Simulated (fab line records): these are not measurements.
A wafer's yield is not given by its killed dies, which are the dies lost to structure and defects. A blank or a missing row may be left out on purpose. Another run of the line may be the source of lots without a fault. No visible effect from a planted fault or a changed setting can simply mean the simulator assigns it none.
fab line records	flow n5-finfet	part 1 of 2: steps 1 to 3 of 6
record lots=24	wafers=72	last-day=18
route steps=1938 shown BEOL_M4@1063
lots with no fault: from the same line, run without faults
start-h: hours from the record's first day to the start of the lot's first wafer shown	wait-h: hours elapsed since this lot's preceding step	" same as the row above	L1.1+2: one row covering several wafers at once	- no value, or no start given	* or withheld: withheld	< > ~ a bound
route shown NAME@n: NAME is a module with steps in the file, n the number in the route of the first one	usual: mean/standard deviation of fault-free wafers	same: alike in all rows	chamber/n: place in a boat	sites: the reading at each site	_std_site: standard deviation of those values	_edge_site: mean of outer sites minus mean of inner sites	radius-mm: for every site, how far away it sits from the centre of the wafer	mask NAME#n: copy n	behind: the last tool/chamber to shape the wafer	hold: why the lot was held/for how many hours/how that ended	device: the transistor (n, p or np) that didn't switch	end of line: the route-end tests of the same wafers	where a step has no rows: the recipe by itself	killed: count of dies lost to structure and defects at first sort (not the wafer's yield)	map: the dies of a wafer, with x for killed, . for not killed, _ for no die there
set.NAME: the setting that was run; set.NAME@STEP: the one run at that earlier step	model.NAME: the simulator's own value behind a step, which no gauge read
steps of the route over a sample of lots; a table a step, a row a wafer
services: the hour from which a tool's chamber was out of use, counted from the record's first day as start-h (under 0 if before that day), plus the number of hours and why
## steps
# step N5_BEOL_M4_ETCHBACK_99
# recipe chemistry=CHF3	target=SiO2	target-depth-a=50	time-s=10.4	source-w=215	bias-w=47	Ar_flow_sccm=200	CHF3_flow_sccm=12	ion-energy-ev=100	pressure-mtorr=30
# usual drypump-motor-current-A=5.5/0.31	oes-product-au=0.84/0.072	rf-fwd-power-W=212.7/1.1	rf-vpp-V=241.1/2.8	showerhead-plenum-p-Torr=2.17/0.067	throttle-valve-pct=17.01/0.25
lot.wafer	tool	chamber	start-h	wait-h	drypump-motor-current-A	oes-product-au	rf-fwd-power-W	rf-hours-counter-h	rf-vpp-V	showerhead-plenum-p-Torr	throttle-valve-pct
L074.2	rie-diel-03	1	163.82	1.8	5.6	0.69	212.7	232	243.0	2.13	17.16
L074.3	"	2	"	"	5.7	0.89	209.7	21	245.0	2.29	16.67
L074.4	"	0	"	"	5.1	0.89	214.1	-	236.9	2.11	17.05
L075.1	rie-diel-06	0	166.25	0.3	5.5	0.72	212.7	189	236.9	2.14	16.96
L075.2	"	1	"	"	5.3	0.76	212.6	129	236.4	2.07	17.33
L075.3	"	2	"	"	5.0	0.81	213.3	87	239.7	2.10	17.26
L076.1	rie-diel-06	3	171.05	4.1	6.5	0.71	212.1	205	244.4	2.22	17.23
L076.2	"	2	"	"	5.0	0.82	212.0	88	240.2	2.10	17.26
L076.5	"	2	"	"	5.0	0.82	211.9	-	239.7	2.10	17.27
L077.3	rie-diel-06	1	181.48	1.8	5.3	0.77	213.7	134	238.3	2.07	17.35
L077.4	"	0	"	"	5.5	0.72	213.1	194	238.6	2.14	16.98
L077.6	"	1	"	"	5.3	0.77	213.0	-	238.2	2.07	17.34
L078.4	rie-diel-03	0	187.30	3.2	5.0	0.86	214.1	44	236.8	2.10	17.08
L078.5	"	0	"	"	5.0	0.87	214.0	-	237.6	2.10	17.05
L078.6	"	3	"	"	5.7	0.99	212.4	-	243.8	2.21	17.19
L080.1	rie-diel-03	1	194.45	1.0	5.5	0.68	211.5	244	243.6	2.13	17.20
L080.3	"	3	"	"	5.7	0.98	212.1	5	243.8	2.21	17.19
L080.4	"	0	"	"	5.1	0.86	213.2	46	236.2	2.10	17.08
L079.2	rie-diel-03	3	197.11	3.4	5.6	0.98	212.2	6	244.0	2.20	17.19
L079.3	"	1	"	"	5.6	0.68	212.3	245	242.7	2.12	17.19
L079.6	"	1	"	"	5.6	0.69	212.6	-	242.4	2.12	17.18
L081.1	rie-diel-04	2	204.85	0.8	5.6	0.84	212.9	56	242.4	2.19	16.61
L081.2	"	3	"	"	5.5	0.89	211.9	44	239.9	2.19	16.57
L081.6	"	3	"	"	5.5	0.89	211.1	-	240.6	2.19	16.60
L082.2	rie-diel-04	1	207.51	1.4	5.7	0.94	212.4	12	241.0	2.21	16.87
L082.4	"	2	"	"	5.7	0.85	212.0	57	241.7	2.19	16.62
L082.5	"	1	"	"	5.7	0.94	211.7	-	240.4	2.21	16.88
L084.1	rie-diel-03	2	214.37	4.9	5.7	0.87	211.3	41	245.6	2.29	16.70
L084.5	"	2	"	"	5.7	0.87	209.3	-	244.3	2.29	16.70
L084.6	"	0	"	"	5.1	0.84	213.0	-	237.2	2.10	17.08
L083.3	rie-diel-04	2	218.91	8.1	5.7	0.84	213.2	61	240.4	2.19	16.61
L083.4	"	0	"	"	5.4	0.80	212.7	77	241.1	2.26	17.26
L083.5	"	0	"	"	5.4	0.80	213.3	-	240.6	2.26	17.28
L085.2	rie-diel-03	3	224.36	4.4	5.7	0.94	213.7	17	243.9	2.20	17.19
L085.4	"	3	"	"	5.7	0.94	214.3	-	243.3	2.20	17.21
L085.5	"	2	"	"	5.7	0.85	211.1	-	245.7	2.29	16.72
L086.2	rie-diel-03	0	234.69	4.6	5.0	0.83	212.4	64	237.9	2.10	17.11
L086.3	"	1	"	"	5.5	0.95	213.5	3	243.8	2.12	16.76
L086.6	"	2	"	"	5.7	0.85	211.4	-	244.8	2.28	16.72
L087.2	rie-diel-03	0	250.29	3.6	5.0	0.82	212.2	70	237.1	2.09	17.11
L087.3	"	3	"	"	5.7	0.91	212.8	26	243.4	2.20	17.23
L087.5	"	1	"	"	5.6	0.92	212.7	-	244.3	2.12	16.77
L088.1	rie-diel-06	3	253.62	14.1	6.5	0.69	212.4	228	243.7	2.21	17.28
L088.4	"	0	"	"	5.5	0.71	214.4	222	237.4	2.13	17.02
L088.5	"	1	"	"	5.3	0.74	213.8	-	236.2	2.06	17.39
L089.2	rie-diel-03	1	253.82	1.2	5.5	0.92	211.4	9	243.2	2.12	16.77
L089.3	"	3	"	"	5.7	0.91	213.3	27	243.0	2.20	17.23
L089.6	"	0	"	"	5.1	0.82	213.5	-	236.5	2.09	17.11
L090.2	rie-diel-04	1	256.48	3.8	5.8	0.89	213.1	31	241.3	2.20	16.91
L090.3	"	0	"	"	5.4	0.79	213.8	91	240.0	2.26	17.31
L090.5	"	0	"	"	5.4	0.79	212.8	-	239.9	2.25	17.29
L092.1	rie-diel-03	1	257.63	1.6	5.5	0.93	212.4	11	243.7	2.12	16.76
L092.2	"	2	"	"	5.7	0.85	210.7	59	247.0	2.28	16.74
L092.3	"	3	"	"	5.7	0.91	214.2	28	243.4	2.20	17.23
L091.1	rie-diel-04	3	261.65	4.9	5.5	0.85	212.8	64	240.9	2.18	16.63
L091.4	"	1	"	"	5.8	0.88	214.2	32	242.3	2.20	16.92
L091.5	"	2	"	"	5.7	0.82	214.2	-	240.0	2.18	16.64
L093.3	rie-diel-03	3	279.18	12.0	5.6	0.90	213.9	36	243.0	2.19	17.23
L093.5	"	0	"	"	5.1	0.80	213.8	-	237.0	2.09	17.15
L093.6	"	3	"	"	5.7	0.90	212.9	-	242.9	2.19	17.25
L094.1	rie-diel-04	3	281.85	13.0	5.5	0.83	213.1	70	239.8	2.18	16.61
L094.4	"	0	"	"	5.4	0.78	213.3	99	239.6	2.25	17.32
L094.5	"	0	"	"	5.4	0.78	213.4	-	241.4	2.25	17.31
L096.1	rie-diel-04	0	295.60	2.7	5.4	0.78	212.8	104	239.4	2.25	17.33
L096.2	"	1	"	"	5.8	0.87	212.7	44	242.1	2.20	16.91
L096.4	"	3	"	"	5.5	0.83	213.8	75	240.7	2.18	16.64
L095.2	rie-diel-03	1	298.84	6.0	5.5	0.89	213.9	26	242.3	2.11	16.79
L095.4	"	3	"	"	5.7	0.89	212.4	43	243.7	2.19	17.24
L095.6	"	0	"	"	5.0	0.82	213.8	-	236.0	2.09	17.13
L097.2	rie-diel-03	1	301.58	2.5	5.5	0.88	212.7	27	242.0	2.11	16.83
L097.4	"	3	"	"	5.7	0.89	211.8	44	244.0	2.19	17.27
L097.5	"	0	"	"	5.1	0.81	213.4	-	237.0	2.09	17.15
# step N5_BEOL_M4_STRIP_36
# recipe chemistry=N2/H2	power-w=450	temp-c=40	pressure-mtorr=20	rf-frequency-hz=6e+07	overash-fraction=0.3	bias-power-w=7	h2-frac=0.5	n2-flow-sccm=200	h2-flow-sccm=200
# usual drypump-motor-current-A=5.5/0.31	n2-flow-sccm=200.1/0.62	oes-product-au=0.84/0.073	rf-vpp-V=59.2/1.5	showerhead-plenum-p-Torr=2.56/0.083	throttle-valve-pct=23.6/0.36
# same overash-fraction=0.3
lot.wafer	tool	chamber	start-h	wait-h	drypump-motor-current-A	n2-flow-sccm	oes-product-au	rf-hours-counter-h	rf-vpp-V	showerhead-plenum-p-Torr	throttle-valve-pct
L074.2	rie-diel-03	1	164.03	0.0	5.6	199.9	0.69	232	59.0	2.50	23.6
L074.3	"	2	"	"	5.7	201.0	0.91	22	59.1	2.70	23.2
L074.4	"	0	"	"	5.1	198.8	0.88	-	57.2	2.48	23.6
L075.1	rie-diel-06	0	166.46	0.0	5.5	199.9	0.73	189	61.6	2.53	23.3
L075.2	"	1	"	"	5.4	200.5	0.75	129	60.4	2.45	24.0
L075.3	"	2	"	"	5.0	199.9	0.82	87	56.8	2.46	23.9
L076.1	rie-diel-06	3	171.25	0.0	6.5	201.7	0.70	205	60.6	2.62	24.1
L076.2	"	2	"	"	5.0	199.7	0.82	89	57.1	2.46	23.9
L076.5	"	2	"	"	5.0	198.8	0.82	-	60.8	2.46	23.9
L077.3	rie-diel-06	1	181.68	0.0	5.3	200.7	0.74	134	57.9	2.45	24.0
L077.4	"	0	"	"	5.5	200.6	0.72	195	61.5	2.52	23.3
L077.6	"	1	"	"	5.3	201.1	0.75	-	58.6	2.45	24.0
L078.4	rie-diel-03	0	187.50	0.0	5.1	200.1	0.87	44	56.6	2.48	23.6
L078.5	"	0	"	"	5.0	200.8	0.86	-	59.8	2.48	23.6
L078.6	"	3	"	"	5.7	200.2	1.00	-	58.5	2.61	24.1
L080.1	rie-diel-03	1	194.66	0.0	5.6	199.5	0.69	244	59.4	2.50	23.6
L080.3	"	3	"	"	5.7	200.1	0.97	5	59.2	2.61	24.1
L080.4	"	0	"	"	5.1	200.9	0.85	47	59.1	2.48	23.6
L079.2	rie-diel-03	3	197.31	0.0	5.7	200.1	0.99	7	60.3	2.61	24.1
L079.3	"	1	"	"	5.6	201.3	0.68	245	58.5	2.50	23.6
L079.6	"	1	"	"	5.6	200.1	0.68	-	59.0	2.50	23.6
L081.1	rie-diel-04	2	205.05	0.0	5.7	199.5	0.85	56	58.8	2.58	23.2
L081.2	"	3	"	"	5.5	199.9	0.88	44	59.5	2.58	23.0
L081.6	"	3	"	"	5.5	200.4	0.87	-	60.5	2.58	23.0
L082.2	rie-diel-04	1	207.72	0.0	5.7	199.8	0.93	12	59.7	2.60	23.5
L082.4	"	2	"	"	5.7	199.9	0.85	57	57.9	2.58	23.2
L082.5	"	1	"	"	5.7	200.0	0.94	-	57.6	2.60	23.5
L084.1	rie-diel-03	2	214.58	0.0	5.7	200.9	0.86	41	59.0	2.69	23.2
L084.5	"	2	"	"	5.7	200.6	0.88	-	60.1	2.69	23.2
L084.6	"	0	"	"	5.1	198.9	0.85	-	57.5	2.47	23.6
L083.3	rie-diel-04	2	219.11	0.0	5.7	199.6	0.85	61	60.1	2.58	23.2
L083.4	"	0	"	"	5.4	199.4	0.81	77	60.6	2.69	24.0
L083.5	"	0	"	"	5.4	200.3	0.81	-	59.3	2.69	24.0
L085.2	rie-diel-03	3	224.57	0.0	5.7	199.5	0.93	18	58.0	2.60	24.1
L085.4	"	3	"	"	5.7	199.7	0.94	-	60.4	2.60	24.1
L085.5	"	2	"	"	5.7	200.3	0.86	-	57.1	2.69	23.2
L086.2	rie-diel-03	0	234.89	0.0	5.0	200.9	0.83	64	56.3	2.47	23.6
L086.3	"	1	"	"	5.6	200.4	0.94	3	58.6	2.49	23.3
L086.6	"	2	"	"	5.7	200.3	0.86	-	58.9	2.69	23.2
L087.2	rie-diel-03	0	250.50	0.0	5.0	200.7	0.83	71	58.3	2.46	23.6
L087.3	"	3	"	"	5.7	200.0	0.93	26	57.1	2.60	24.1
L087.5	"	1	"	"	5.6	200.5	0.92	-	58.8	2.49	23.3
L088.1	rie-diel-06	3	253.82	0.0	6.5	200.3	0.69	228	58.2	2.61	24.1
L088.4	"	0	"	"	5.5	199.3	0.70	222	58.6	2.51	23.4
L088.5	"	1	"	"	5.3	200.1	0.74	-	57.4	2.44	24.0
L089.2	rie-diel-03	1	254.03	0.0	5.6	199.1	0.94	9	58.5	2.49	23.3
L089.3	"	3	"	"	5.7	200.1	0.91	27	59.8	2.60	24.1
L089.6	"	0	"	"	5.1	199.7	0.81	-	58.1	2.46	23.6
L090.2	rie-diel-04	1	256.68	0.0	5.8	200.0	0.89	31	58.0	2.59	23.5
L090.3	"	0	"	"	5.4	199.7	0.79	91	60.6	2.68	24.1
L090.5	"	0	"	"	5.4	199.6	0.80	-	60.4	2.68	24.1
L092.1	rie-diel-03	1	257.83	0.0	5.6	198.9	0.92	11	58.9	2.49	23.3
L092.2	"	2	"	"	5.7	199.9	0.85	59	60.9	2.69	23.2
L092.3	"	3	"	"	5.7	199.9	0.93	29	60.4	2.60	24.1
L091.1	rie-diel-04	3	261.85	0.0	5.5	199.9	0.84	64	59.0	2.57	23.1
L091.4	"	1	"	"	5.7	200.7	0.88	32	59.2	2.59	23.5
L091.5	"	2	"	"	5.7	201.0	0.81	-	59.8	2.58	23.2
L093.3	rie-diel-03	3	279.38	0.0	5.7	200.3	0.90	36	60.5	2.60	24.1
L093.5	"	0	"	"	5.1	200.2	0.83	-	60.8	2.46	23.6
L093.6	"	3	"	"	5.7	199.9	0.89	-	60.4	2.60	24.1
L094.1	rie-diel-04	3	282.06	0.0	5.5	200.8	0.84	71	62.5	2.57	23.1
L094.4	"	0	"	"	5.4	200.8	0.78	99	57.4	2.68	24.1
L094.5	"	0	"	"	5.4	200.3	0.78	-	56.9	2.68	24.1
L096.1	rie-diel-04	0	295.80	0.0	5.4	200.4	0.77	104	59.3	2.68	24.1
L096.2	"	1	"	"	5.7	199.0	0.86	44	60.4	2.58	23.5
L096.4	"	3	"	"	5.5	200.0	0.84	75	55.8	2.57	23.1
L095.2	rie-diel-03	1	299.04	0.0	5.6	200.7	0.89	26	57.6	2.48	23.3
L095.4	"	3	"	"	5.7	199.5	0.88	43	60.2	2.59	24.1
L095.6	"	0	"	"	5.1	199.5	0.81	-	58.9	2.46	23.7
L097.2	rie-diel-03	1	301.79	0.0	5.6	199.3	0.89	27	60.6	2.48	23.3
L097.4	"	3	"	"	5.7	200.2	0.88	44	58.6	2.59	24.1
L097.5	"	0	"	"	5.0	199.9	0.81	-	56.7	2.46	23.7
# step N5_BEOL_M4_TRENCH_ETCH_37
# recipe chemistry=C4F6/O2	target-depth-a=555.55	target=SiOC	time-s=29.2	ion-energy-ev=250	pressure-mtorr=30	source-w=355	bias-w=185	Ar_flow_sccm=300	C4F6_flow_sccm=10	O2_flow_sccm=10
# usual C4F6_flow_sccm=10.00/0.034	drypump-motor-current-A=5.5/0.31	oes-product-au=0.84/0.071	rf-fwd-power-W=350.3/1.9	rf-vpp-V=666/7.6	showerhead-plenum-p-Torr=2.87/0.086	throttle-valve-pct=20.82/0.27
lot.wafer	tool	chamber	start-h	wait-h	C4F6_flow_sccm	drypump-motor-current-A	oes-product-au	rf-fwd-power-W	rf-hours-counter-h	rf-vpp-V	showerhead-plenum-p-Torr	throttle-valve-pct
L074.2	rie-diel-03	1	-	-	9.99	5.6	0.68	350.6	232	673	2.82	20.93
L074.3	"	2	"	"	10.03	5.7	0.90	346.5	22	679	3.03	20.50
L074.4	"	0	"	"	9.98	5.1	0.88	351.7	-	658	2.79	20.88
L075.1	rie-diel-06	0	-	-	10.03	5.5	0.73	350.5	189	658	2.84	20.69
L075.2	"	1	"	"	9.98	5.3	0.77	350.3	129	658	2.74	21.13
L075.3	"	2	"	"	9.98	5.0	0.83	348.7	87	662	2.78	21.10
L076.1	rie-diel-06	3	-	-	10.02	6.5	0.71	348.9	205	673	2.94	21.02
L076.2	"	2	"	"	10.01	5.0	0.82	347.3	89	662	2.78	21.10
L076.5	"	2	"	"	10.00	5.0	0.82	347.5	-	663	2.78	21.11
L077.3	rie-diel-06	1	-	-	10.02	5.3	0.75	351.5	134	656	2.74	21.13
L077.4	"	0	"	"	9.98	5.5	0.72	351.3	195	659	2.83	20.71
L077.6	"	1	"	"	10.01	5.3	0.76	351.3	-	657	2.74	21.14
L078.4	rie-diel-03	0	-	-	9.96	5.1	0.86	350.0	44	656	2.79	20.89
L078.5	"	0	"	"	9.98	5.0	0.87	350.7	-	658	2.79	20.90
L078.6	"	3	"	"	9.99	5.7	1.00	351.6	-	673	2.92	21.06
L080.1	rie-diel-03	1	-	-	9.96	5.6	0.67	350.8	244	673	2.81	20.94
L080.3	"	3	"	"	10.01	5.7	0.97	351.0	5	673	2.91	21.06
L080.4	"	0	"	"	10.04	5.1	0.86	351.7	47	656	2.78	20.88
L079.2	rie-diel-03	3	-	-	10.02	5.7	0.97	352.4	7	672	2.91	21.04
L079.3	"	1	"	"	9.97	5.5	0.68	348.0	245	673	2.81	20.93
L079.6	"	1	"	"	10.04	5.6	0.68	347.2	-	672	2.81	20.96
L081.1	rie-diel-04	2	-	-	10.00	5.7	0.84	350.0	56	666	2.89	20.37
L081.2	"	3	"	"	10.00	5.5	0.88	349.0	44	664	2.89	20.35
L081.6	"	3	"	"	10.01	5.5	0.88	351.2	-	664	2.89	20.38
L082.2	rie-diel-04	1	-	-	9.97	5.8	0.94	350.9	12	668	2.92	20.72
L082.4	"	2	"	"	9.95	5.7	0.84	352.0	57	667	2.89	20.40
L082.5	"	1	"	"	9.99	5.8	0.94	350.8	-	667	2.92	20.72
L084.1	rie-diel-03	2	-	-	9.99	5.7	0.86	346.0	41	680	3.02	20.50
L084.5	"	2	"	"	9.97	5.7	0.87	346.1	-	678	3.02	20.52
L084.6	"	0	"	"	10.00	5.1	0.85	351.3	-	657	2.78	20.91
L083.3	rie-diel-04	2	-	-	10.07	5.7	0.84	348.9	61	666	2.89	20.39
L083.4	"	0	"	"	9.99	5.4	0.80	352.4	77	666	2.98	21.10
L083.5	"	0	"	"	10.01	5.4	0.80	352.0	-	665	2.99	21.12
L085.2	rie-diel-03	3	-	-	10.06	5.7	0.93	350.6	18	671	2.91	21.08
L085.4	"	3	"	"	10.01	5.7	0.93	351.5	-	673	2.91	21.09
L085.5	"	2	"	"	9.97	5.7	0.85	345.2	-	680	3.02	20.52
L086.2	rie-diel-03	0	-	-	10.00	5.0	0.83	351.7	64	656	2.78	20.92
L086.3	"	1	"	"	10.00	5.6	0.95	348.9	3	673	2.81	20.59
L086.6	"	2	"	"	9.97	5.7	0.85	345.4	-	680	3.01	20.53
L087.2	rie-diel-03	0	-	-	10.04	5.1	0.83	351.8	71	655	2.77	20.94
L087.3	"	3	"	"	10.00	5.7	0.92	349.0	26	671	2.90	21.07
L087.5	"	1	"	"	9.97	5.6	0.92	350.0	-	673	2.81	20.60
L088.1	rie-diel-06	3	-	-	10.01	6.5	0.69	350.3	228	672	2.93	21.05
L088.4	"	0	"	"	10.01	5.5	0.71	351.5	222	656	2.82	20.77
L088.5	"	1	"	"	10.00	5.3	0.74	353.4	-	657	2.73	21.19
L089.2	rie-diel-03	1	-	-	9.90	5.6	0.91	349.5	9	672	2.81	20.60
L089.3	"	3	"	"	10.08	5.7	0.91	350.5	27	671	2.90	21.08
L089.6	"	0	"	"	10.04	5.1	0.82	351.7	-	655	2.77	20.94
L090.2	rie-diel-04	1	-	-	10.01	5.7	0.90	350.9	31	666	2.91	20.73
L090.3	"	0	"	"	10.01	5.4	0.79	352.0	91	665	2.98	21.14
L090.5	"	0	"	"	10.02	5.4	0.80	352.3	-	666	2.98	21.14
L092.1	rie-diel-03	1	-	-	10.01	5.5	0.93	349.7	11	672	2.81	20.59
L092.2	"	2	"	"	10.00	5.7	0.83	345.7	59	679	3.01	20.53
L092.3	"	3	"	"	10.00	5.7	0.91	351.6	29	672	2.90	21.08
L091.1	rie-diel-04	3	-	-	10.02	5.5	0.86	352.3	64	663	2.88	20.38
L091.4	"	1	"	"	10.02	5.7	0.90	351.3	32	665	2.91	20.74
L091.5	"	2	"	"	10.00	5.7	0.82	351.7	-	666	2.88	20.40
L093.3	rie-diel-03	3	-	-	10.00	5.7	0.90	348.0	36	671	2.90	21.08
L093.5	"	0	"	"	10.00	5.0	0.81	351.0	-	656	2.77	20.93
L093.6	"	3	"	"	9.98	5.7	0.89	351.1	-	672	2.90	21.08
L094.1	rie-diel-04	3	-	-	9.98	5.5	0.84	349.5	71	663	2.88	20.40
L094.4	"	0	"	"	9.96	5.4	0.77	352.3	99	664	2.97	21.13
L094.5	"	0	"	"	9.97	5.4	0.78	354.4	-	665	2.97	21.13
L096.1	rie-diel-04	0	-	-	10.00	5.4	0.78	352.5	104	666	2.97	21.14
L096.2	"	1	"	"	10.01	5.7	0.87	351.9	44	666	2.90	20.76
L096.4	"	3	"	"	9.95	5.5	0.83	350.9	75	662	2.88	20.41
L095.2	rie-diel-03	1	-	-	9.99	5.6	0.88	351.3	26	673	2.80	20.62
L095.4	"	3	"	"	10.01	5.7	0.88	350.9	43	670	2.90	21.10
L095.6	"	0	"	"	10.08	5.1	0.80	350.7	-	656	2.77	20.98
L097.2	rie-diel-03	1	-	-	10.06	5.6	0.88	348.7	27	672	2.80	20.63
L097.4	"	3	"	"	9.97	5.7	0.89	349.6	44	673	2.90	21.10
L097.5	"	0	"	"	10.01	5.1	0.80	349.4	-	655	2.77	20.96
